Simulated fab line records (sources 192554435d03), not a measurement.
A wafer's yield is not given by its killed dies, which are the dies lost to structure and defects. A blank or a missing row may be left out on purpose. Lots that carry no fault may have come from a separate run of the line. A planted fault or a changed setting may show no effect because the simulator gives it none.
Split-lot trial -- flow n5Finfet -- route with 1938 steps; 7 lots, 21 wafers read

## ON THE SPLIT
At N5_SD_EPI_N_ETCH_45 (etches SiOCN in CH3F/O2, target depth 6 nm), the setting targetDepthA was moved away from the recipe's 60 angstrom on 9 of the 21 wafers read, by -10.6% to +3.8%. This setting was run at the recipe's value on the other wafers.

Reading taken at the split's own step.

## THE READING
etch.depthNm (the simulator's own value, which no gauge read), in nm, at N5_SD_EPI_N_ETCH_45 (etches SiOCN in CH3F/O2, target depth 6 nm). The file does not state a usual value for it. Across the 12 wafers here that went through the recipe, the average is 5.967 nm and the standard deviation 0.1 nm.

wafer,"tool, chamber at the split","targetDepthA as run, angstrom",against the recipe,"etch.depthNm, nm",against lot-mates on the recipe
L077.1,"rieDiel-06, 0",60,recipe,6.019,-
L077.2,"rieDiel-06, 1",53.64,-10.6%,5.355,-0.607
L077.6,"rieDiel-06, 2",60,recipe,5.906,-
L081.2,"rieDiel-06, 1",60,recipe,6.005,-
L081.4,"rieDiel-06, 2",62.25,+3.8%,6.08,+0.075
L081.5,"rieDiel-06, 2",62.25,+3.8%,6.085,+0.080
L083.4,"rieDiel-03, 0",60,recipe,5.9,-
L083.5,"rieDiel-03, 2",60,recipe,5.834,-
L083.6,"rieDiel-03, 1",60,recipe,6.087,-
L084.1,"rieDiel-03, 1",60,recipe,6.051,-
L084.4,"rieDiel-03, 2",60,recipe,5.862,-
L084.6,"rieDiel-03, 1",60,recipe,6.158,-
L088.1,"rieDiel-02, 2",60,recipe,5.89,-
L088.2,"rieDiel-02, 3",54.34,-9.4%,5.496,-0.394
L088.5,"rieDiel-02, 2",54.34,-9.4%,5.374,-0.516
L090.2,"rieDiel-03, 1",57.43,-4.3%,5.82,-0.047
L090.3,"rieDiel-03, 0",60,recipe,5.867,-
L090.6,"rieDiel-03, 2",57.43,-4.3%,5.547,-0.320
L092.1,"rieDiel-02, 3",57.25,-4.6%,5.765,-0.265
L092.4,"rieDiel-02, 0",57.25,-4.6%,5.891,-0.139
L092.5,"rieDiel-02, 2",60,recipe,6.03,-

THE FIT
A straight line over all 21 wafers: etch.depthNm changes by +0.0521 nm for each +1% of targetDepthA; r = +0.90; the points scatter about the line by 0.11 nm.
The same after taking each lot's own level away (the mean of its wafers on the recipe; 21 wafers): +0.0466 nm for each +1%; r = +0.90; scatter 0.094 nm.
On that fit, the largest move of targetDepthA shifts the reading by 0.49 nm.
The lots' own levels span 5.8670 to 6.0300 nm, that is 1.6 times the standard deviation above.
So the slope is not independent of the lot-to-lot level: the two fits are not the same.
Check: with one of the wafers moved furthest among these (-10.6%) left out of the fit, the line predicts -0.467 nm for it against its lot-mates. It came out at -0.607 nm against them.

## ADDITIONAL SPLITS CARRIED BY THESE WAFERS
Before the reading, these wafers also passed through other splits. Each is held against what the fit with the lots' levels taken away leaves over:
other split on the same wafers,wafers away from the commonest value,r with etch.depthNm (lot level and that fit taken away)
N5_WELL_APT_EXPOSE_05 doseMj,6,+0.19
N5_WELL_APT_PEB_06 pebTimeS,9,-0.11
N5_PMOS_HMC_CHANNEL_EPI_EXPOSE_06 doseMj,10,+0.50
N5_PMOS_HMC_CHANNEL_EPI_PEB_07 pebTimeS,10,-0.19
N5_DUMMY_GATE_COAT_28 spinRpm,6,+0.30

## THE FILE'S OWN FIT
etch.depthNm changes by +0.05 nm for each +1% of targetDepthA, r = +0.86.
